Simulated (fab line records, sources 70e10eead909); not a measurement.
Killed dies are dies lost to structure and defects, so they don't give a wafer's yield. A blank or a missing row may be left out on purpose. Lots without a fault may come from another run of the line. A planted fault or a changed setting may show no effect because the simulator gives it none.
A struck lot beside a sound one | flow nand_harc | 15 steps out of a route of 1159
Sound: wafers L860.2, L860.3, L860.6. Struck: wafer L859.5. (L859.2, L859.6 of the same lot were not struck and are left out.) The cause comes at the end.
At each step with rows: each side's tool, then ch and its chambers, then its first start. Under that, the readings that differ: sound wafers | struck wafers | difference of the means | sigmas: that difference in standard deviations of wafers without a fault.
alike: readings whose means differ by less than 2 such deviations, and words and numbers that are the same on both sides. not compared: withheld readings, readings that some wafer has no value for, bounds like >300 that may hide the same value, and numbers for which the record gives no deviation and whose values overlap.
The two part at a step that has a row with sigmas, a row that says differs or no value, or rows on one side only. Numbers that don't overlap but have no deviation are shown without sigmas and don't part them. A reading that every wafer of one side lacks parts them only if that side has two wafers or more.

first, 9 steps without rows for these wafers: NHARC_THIN_TSV_PVD_24 (deposits Al, target thk 800 nm); NHARC_THIN_TSV_DEHYDRATE_25 (time 120 s); NHARC_THIN_TSV_HMDS_26 (time 30 s); NHARC_THIN_TSV_COAT_27; NHARC_THIN_TSV_SOFTBAKE_28 (time 95 s); NHARC_THIN_TSV_EBR_29; NHARC_THIN_TSV_EXPOSE_30 (exposes mask PAD); NHARC_THIN_TSV_PEB_31 (peb time 85 s); NHARC_THIN_TSV_DEVELOP_32 (time 70 s).
NHARC_THIN_TSV_CD_MEAS_33: target cd 5000 nm.
  sound on cd_sem-02 ch 0, day 20 05:20; struck on cd_sem-02 ch 0, day 20 03:50
  alike: cd_nm
then, 1 step without rows for these wafers: NHARC_THIN_TSV_HARDBAKE_34 (time 80 s).
NHARC_THIN_TSV_DESCUM_35: chemistry O2, time 3 s.
  sound on rie_diel-10 ch 0,1,2, day 20 05:31; struck on rie_diel-08 ch 0, day 20 04:02
  alike: drypump_motor_current_A, oes_product_au, rf_vpp_V, showerhead_plenum_p_Torr, throttle_valve_pct
  not compared: rf_hours_counter_h
NHARC_THIN_TSV_ETCH_59: etches the open film in Cl2/BCl3, target depth 880 nm, time 138.1 s.
  sound on rie_metal-02 ch 0,1, day 20 05:40; struck on rie_metal-01 ch 0, day 20 04:10
  reading          | sound             | struck | difference | sigmas
  run_length_s (s) | 159.6 160.0 160.2 | 63.5   | -96.4      | -99 or more
  alike: drypump_motor_current_A, oes_product_au, throttle_valve_pct
  not compared: rf_hours_counter_h
NHARC_THIN_TSV_ETCH_36: etches the open film in Cl2/BCl3, target depth 65 nm, time 18.571 s.
  sound on rie_metal-02 ch 0,1, day 20 05:53; struck on rie_metal-01 ch 0, day 20 04:23
  alike: drypump_motor_current_A, oes_product_au, run_length_s
  not compared: rf_hours_counter_h
NHARC_END_SORT_01:
  the record has rows for the struck wafers here (prober-01 ch 0, day 20 15:56) and none for the sound ones

WHERE THEY PART
First at NHARC_THIN_TSV_ETCH_59; last, within this record, at NHARC_END_SORT_01.

WHY: what the simulator had put in
Process parameter drift: rie_metal-01, from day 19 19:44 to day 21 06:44, at NHARC_THIN_TSV_ETCH_59. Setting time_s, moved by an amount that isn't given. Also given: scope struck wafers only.
